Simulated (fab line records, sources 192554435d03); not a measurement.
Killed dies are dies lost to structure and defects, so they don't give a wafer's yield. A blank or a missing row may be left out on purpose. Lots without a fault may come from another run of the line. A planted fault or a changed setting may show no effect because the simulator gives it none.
Which tool did it? | flow n5_finfet | 9 lots, 27 wafers sampled, at 5 steps of a route of 1938

WHAT THE GAUGES READ, wafer by wafer
N5_START_INSPECT_01: inspects for defects (unpatterned scan).
lot  | measured    | on                | raw_defect_count
L682 | day 1 12:02 | defect_inspect-01 | 5 6 4
L686 | day 2 12:02 | defect_inspect-01 | 3 4 5
L687 | day 2 18:02 | defect_inspect-01 | 7 6 8
L688 | day 3 00:02 | defect_inspect-02 | 4 4 3
L689 | day 3 06:02 | defect_inspect-02 | 4 4 5
L692 | day 4 00:02 | defect_inspect-01 | 4 6 5
L703 | day 6 18:02 | defect_inspect-01 | 5 5 8
L704 | day 7 00:02 | defect_inspect-01 | 8 3 3
L705 | day 7 06:02 | defect_inspect-01 | 4 1 4

N5_BEOL_M4_RC_MEAS_101.
lot  | measured     | on        | CJ_N           | DIBL_N (mV/V)  | DIBL_P (mV/V)  | IOFF_N (nA/um)    | IOFF_N_85C (nA/um) | IOFF_N_LIN (nA/um) | IOFF_P (nA/um)    | ION_N (uA/um) | ION_P (uA/um) | RS_PWELL (ohm/sq) | SS_N (mV/dec)  | SS_P (mV/dec)  | VT_N (mV)         | VT_P (mV)
L682 | day 7 23:52  | prober-02 | 4.17 4.23 4.25 | 35.7 35.3 35.8 | 35.0 35.4 34.5 | 0.134 0.138 0.142 | 2.7 2.8 2.9        | 0.065 0.067 0.069  | 0.193 0.200 0.189 | 674 667 685   | 457 464 461   | 3015 3019 2988    | 71.2 71.4 71.5 | 72.5 72.0 72.8 | 250.6 248.9 250.2 | -250.8 -251.9 -252.8
L686 | day 8 18:59  | prober-02 | 4.33 4.24 4.30 | 35.9 34.8 36.2 | 35.7 34.6 35.7 | 0.146 0.130 0.145 | 2.9 2.6 2.9        | 0.068 0.063 0.069  | 0.173 0.158 0.171 | 668 665 664   | 450 448 456   | 2972 2972 2983    | 71.1 70.9 70.9 | 73.6 73.4 73.4 | 250.3 251.9 248.6 | -254.6 -256.9 -255.1
L687 | day 8 22:37  | prober-01 | 4.42 4.40 4.40 | 34.9 34.0 33.9 | 34.8 33.9 33.5 | 0.137 0.129 0.126 | 2.8 2.6 2.6        | 0.066 0.063 0.063  | 0.224 0.204 0.202 | 657 661 660   | 464 463 466   | 3040 3019 3019    | 70.6 70.9 71.0 | 72.8 72.6 72.7 | 254.1 256.0 249.6 | -246.3 -251.0 -251.1
L688 | day 9 15:51  | prober-02 | 1.42 1.42 1.43 | 50.5 50.6 55.0 | 36.7 33.9 36.1 | 0.982 0.948 1.478 | 14.4 14.0 20.2     | 0.131 0.116 0.142  | 0.208 0.179 0.205 | 693 685 692   | 460 459 462   | 3205 3178 3218    | 86.2 87.8 91.6 | 73.4 72.0 73.7 | 246.0 245.4 246.7 | -250.0 -253.1 -252.4
L689 | day 9 16:14  | prober-01 | 4.26 4.34 4.25 | 37.1 36.5 36.7 | 38.8 37.6 38.3 | 0.171 0.168 0.163 | 3.3 3.2 3.2        | 0.078 0.078 0.077  | 0.237 0.222 0.237 | 675 674 675   | 466 463 464   | 2992 2967 2979    | 72.0 71.3 71.5 | 73.4 73.5 73.5 | 248.3 247.9 249.0 | -246.5 -247.4 -246.5
L692 | day 10 14:41 | prober-02 | 1.41 1.39 1.37 | 56.2 54.1 55.2 | 37.2 36.2 35.3 | 1.906 1.587 1.685 | 25.4 22.0 22.8     | 0.169 0.153 0.149  | 0.237 0.221 0.204 | 696 691 684   | 468 458 461   | 3175 3193 3184    | 94.2 92.3 94.9 | 73.1 73.0 72.8 | 243.9 245.2 247.0 | -246.7 -246.5 -252.6
L703 | day 13 15:49 | prober-01 | 4.36 4.36 4.32 | 39.8 39.0 38.5 | 41.7 41.0 39.3 | 0.233 0.208 0.171 | 4.3 4.0 3.3        | 0.104 0.093 0.077  | 0.282 0.272 0.232 | 702 686 672   | 480 467 463   | 3025 3049 3021    | 72.2 72.0 71.9 | 74.6 74.7 73.8 | 243.9 247.7 251.6 | -246.3 -247.1 -249.3
L704 | day 13 09:25 | prober-01 | 4.19 4.21 4.28 | 32.6 34.9 34.2 | 33.7 35.5 34.8 | 0.128 0.152 0.143 | 2.6 2.9 2.8        | 0.061 0.071 0.068  | 0.168 0.209 0.188 | 670 677 679   | 469 471 467   | 2984 2943 2968    | 71.4 71.3 71.7 | 72.8 73.7 73.1 | 252.5 249.9 251.6 | -250.6 -246.6 -253.1
L705 | day 13 20:34 | prober-02 | 4.23 4.18 4.34 | 37.5 36.8 38.2 | 37.3 37.3 38.1 | 0.160 0.155 0.175 | 3.2 3.1 3.5        | 0.075 0.075 0.081  | 0.168 0.173 0.183 | 675 675 691   | 452 458 461   | 2983 2984 3020    | 72.1 70.9 71.8 | 73.6 73.6 73.1 | 248.8 248.2 247.3 | -257.4 -256.5 -256.1

WHICH TOOL RAN EACH LOT (tool, then ch and the chambers of the sampled wafers, then the start)
lot  | N5_ZERO_LAYER_ETCH_18           | N5_WELL_APT_IMPLANT_32         | N5_FIN_SAQP_ALD_61
L682 | rie_si-06 ch 1,2,3, day 1 12:55 | implanter-01 ch 0, day 1 15:20 | ald_sin-03 ch 0,2,3, day 1 21:07
L686 | rie_si-06 ch 0,1,2, day 2 12:55 | implanter-01 ch 0, day 2 15:11 | ald_sin-03 ch 0,2,3, day 2 20:39
L687 | rie_si-04 ch 0,1,2, day 2 18:50 | implanter-01 ch 0, day 2 22:08 | ald_sin-02 ch 0,1,2, day 3 04:52
L688 | rie_si-02 ch 0,1,2, day 3 01:09 | implanter-01 ch 0, day 3 03:55 | ald_sin-03 ch 1,3, day 3 09:28
L689 | rie_si-02 ch 1,2, day 3 06:47   | implanter-02 ch 0, day 3 09:33 | ald_sin-01 ch 0,2,3, day 3 15:07
L692 | rie_si-04 ch 0,1,3, day 4 01:17 | implanter-01 ch 0, day 4 03:51 | ald_sin-02 ch 0,2,3, day 4 10:00
L703 | rie_si-02 ch 0,1,2, day 6 19:01 | implanter-02 ch 0, day 6 21:27 | ald_sin-01 ch 1,3, day 7 02:40
L704 | rie_si-04 ch 0,1, day 7 00:55   | implanter-01 ch 0, day 7 03:30 | ald_sin-02 ch 0,2,3, day 7 09:22
L705 | rie_si-02 ch 2,3, day 7 06:47   | implanter-02 ch 0, day 7 09:41 | ald_sin-02 ch 2,3, day 7 14:53
- N5_ZERO_LAYER_ETCH_18: etches Si in HBr/Cl2, target depth 120 nm, time 40 s.
- N5_WELL_APT_IMPLANT_32
- N5_FIN_SAQP_ALD_61: deposits SiO2, target thk 4 nm, pulse time 1 s, purge time 2 s.

WHAT THE TOOLS THEMSELVES READ (means of the sampled wafers that have a number; where no wafer has one, the mark that the record gives instead)
N5_ZERO_LAYER_ETCH_18.
lot  | tool      | drypump_motor_current_A (A) | mfc_cl2_sccm (sccm) | oes_product_au (a.u.) | throttle_valve_pct (%)
L682 | rie_si-06 | 5.3                         | 80.05               | 0.994                 | 36.1
L686 | rie_si-06 | 5.7                         | 80.10               | 1.000                 | 36.1
L687 | rie_si-04 | 6.0                         | 80.06               | 1.008                 | 36.5
L688 | rie_si-02 | 5.9                         | 80.11               | 1.007                 | 36.2
L689 | rie_si-02 | 6.3                         | 80.21               | 1.008                 | 35.9
L692 | rie_si-04 | 6.1                         | 80.10               | 1.001                 | 36.6
L703 | rie_si-02 | 5.9                         | 80.27               | 1.002                 | 36.2
L704 | rie_si-04 | 6.2                         | 80.05               | 1.013                 | 36.7
L705 | rie_si-02 | 5.9                         | 80.08               | 1.028                 | 36.3

N5_WELL_APT_IMPLANT_32.
lot  | tool         | dose_ions_cm2 | faraday_current_uA
L682 | implanter-01 | 1.9992e+13    | 257
L686 | implanter-01 | 2.0003e+13    | 258
L687 | implanter-01 | 1.9977e+13    | 254
L688 | implanter-01 | 2.0093e+12    | 26
L689 | implanter-02 | 1.9991e+13    | 252
L692 | implanter-01 | 2.0007e+12    | 26
L703 | implanter-02 | 1.9996e+13    | 251
L704 | implanter-01 | 1.9994e+13    | 253
L705 | implanter-02 | 1.9988e+13    | 254

N5_FIN_SAQP_ALD_61.
lot  | tool       | heater_power_w (W) | precursor_pulse_height_rel
L682 | ald_sin-03 | 431                | 1.010
L686 | ald_sin-03 | 435                | 1.015
L687 | ald_sin-02 | 488                | 0.985
L688 | ald_sin-03 | 482                | 1.000
L689 | ald_sin-01 | 491                | 0.999
L692 | ald_sin-02 | 502                | 1.007
L703 | ald_sin-01 | 481                | 1.011
L704 | ald_sin-02 | 513                | 1.001
L705 | ald_sin-02 | 473                | 1.000

THE ANSWER, worked out from the rows above alone
Rule: what is usual is taken from the lots themselves. Put in order of their means at a reading, lots are off if they are a third of the lots or fewer, leave a main group of 4 or more, and stand apart from it by a gap of 3 or more times the standard deviation of the main group's means; of several such gaps the widest counts. A main group whose means are all the same, to the digits that the tables above print for the reading, isn't used. A lot without any number at a reading at which 4 lots or more have one is off too. The other lots that the step has rows for count as sound. The gauges are gone through in route order, then the tools' own readings, and for those a lot's mean is taken as printed above. The first step at which some lot is off is used, and at that step the reading that is off furthest; a lot without a number counts as furthest.
Off: L688, L692, at N5_BEOL_M4_RC_MEAS_101 (CJ_N). The main group: mean 4.29, standard deviation 0.063.
A tool fits if, at a process step before that reading, it ran every lot that is off, and no sound lot after the first of them. The gauges at N5_BEOL_M4_RC_MEAS_101 aren't tried: what is off there is off at N5_WELL_APT_IMPLANT_32 too, on other tools, and a gauge's error can't cause that. None of those tried fits.

WHAT THE SIMULATOR HAD PUT IN
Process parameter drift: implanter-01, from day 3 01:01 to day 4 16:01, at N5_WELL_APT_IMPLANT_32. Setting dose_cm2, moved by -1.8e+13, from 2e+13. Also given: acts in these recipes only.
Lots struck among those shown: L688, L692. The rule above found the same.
